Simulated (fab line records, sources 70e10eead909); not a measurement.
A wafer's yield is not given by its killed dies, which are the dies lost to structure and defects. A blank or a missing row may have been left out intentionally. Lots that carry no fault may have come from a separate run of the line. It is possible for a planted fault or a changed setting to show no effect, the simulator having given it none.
Chamber matching / flow nand_harc / ald_hk-03 running NHARC_A_STAIRCASE_ALD_420: 4 sister chambers
The step deposits SiO2, target thk 20 nm, pulse time 6 s, ald cycles 200. 8 wafers are shown with their chamber, then 11 later ones without.

== EACH WAFER AND ITS CHAMBER ==
wafer=L078.2; chamber=2; heater_power_w (W)=549; precursor_pulse_height_rel=1.000
wafer=L079.5; chamber=2; heater_power_w (W)=530; precursor_pulse_height_rel=0.977
wafer=L081.2; chamber=1; heater_power_w (W)=437; precursor_pulse_height_rel=1.001
wafer=L081.5; chamber=0; heater_power_w (W)=444; precursor_pulse_height_rel=1.015
wafer=L088.2; chamber=0; heater_power_w (W)=444; precursor_pulse_height_rel=0.983
wafer=L088.4; chamber=3; heater_power_w (W)=377; precursor_pulse_height_rel=0.967
wafer=L088.6; chamber=1; heater_power_w (W)=458; precursor_pulse_height_rel=1.000
wafer=L091.1; chamber=3; heater_power_w (W)=382; precursor_pulse_height_rel=1.000

== WAFERS WITH NO CHAMBER GIVEN ==
wafer=L091.3; heater_power_w (W)=497; precursor_pulse_height_rel=1.023
wafer=L091.6; heater_power_w (W)=446; precursor_pulse_height_rel=1.009
wafer=L092.1; heater_power_w (W)=494; precursor_pulse_height_rel=0.981
wafer=L092.3; heater_power_w (W)=448; precursor_pulse_height_rel=1.002
wafer=L092.5; heater_power_w (W)=504; precursor_pulse_height_rel=0.982
wafer=L094.3; heater_power_w (W)=501; precursor_pulse_height_rel=1.025
wafer=L094.4; heater_power_w (W)=372; precursor_pulse_height_rel=1.028
wafer=L094.6; heater_power_w (W)=380; precursor_pulse_height_rel=1.023
wafer=L097.1; heater_power_w (W)=380; precursor_pulse_height_rel=0.987
wafer=L097.2; heater_power_w (W)=456; precursor_pulse_height_rel=0.997
wafer=L097.6; heater_power_w (W)=443; precursor_pulse_height_rel=1.012

== WHICH CHAMBER EACH WENT THROUGH ==
wafer=L091.3; from the rows above=can't be placed: 2 or 1 or 0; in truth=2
wafer=L091.6; from the rows above=can't be placed: 1 or 0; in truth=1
wafer=L092.1; from the rows above=can't be placed: 2 or 1 or 0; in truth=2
wafer=L092.3; from the rows above=can't be placed: 1 or 0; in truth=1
wafer=L092.5; from the rows above=2; in truth=2
wafer=L094.3; from the rows above=can't be placed: 2 or 1 or 0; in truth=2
wafer=L094.4; from the rows above=3; in truth=3
wafer=L094.6; from the rows above=3; in truth=3
wafer=L097.1; from the rows above=3; in truth=3
wafer=L097.2; from the rows above=can't be placed: 1 or 0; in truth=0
wafer=L097.6; from the rows above=can't be placed: 0 or 1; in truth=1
Correct placement for 4 of the 11. From these rows, 7 cannot be placed; in 7 the true chamber is one of the candidates. Placed wrongly: 0.
How it was worked out, from the rows above alone: a wafer's distance from a chamber is the root of the sum, over the readings, of the square of ((its reading less the chamber's mean) divided by the reading's scatter). If the next closest chamber is less than 2 further off than the closest, the wafer can't be placed; otherwise it belongs to the closest. For every chamber, the mean is computed from those of its wafers that are shown. The scatter: take each reading less its chamber's mean, square it, sum over the shown wafers, divide by the number of wafers less the number of chambers, and take the root.
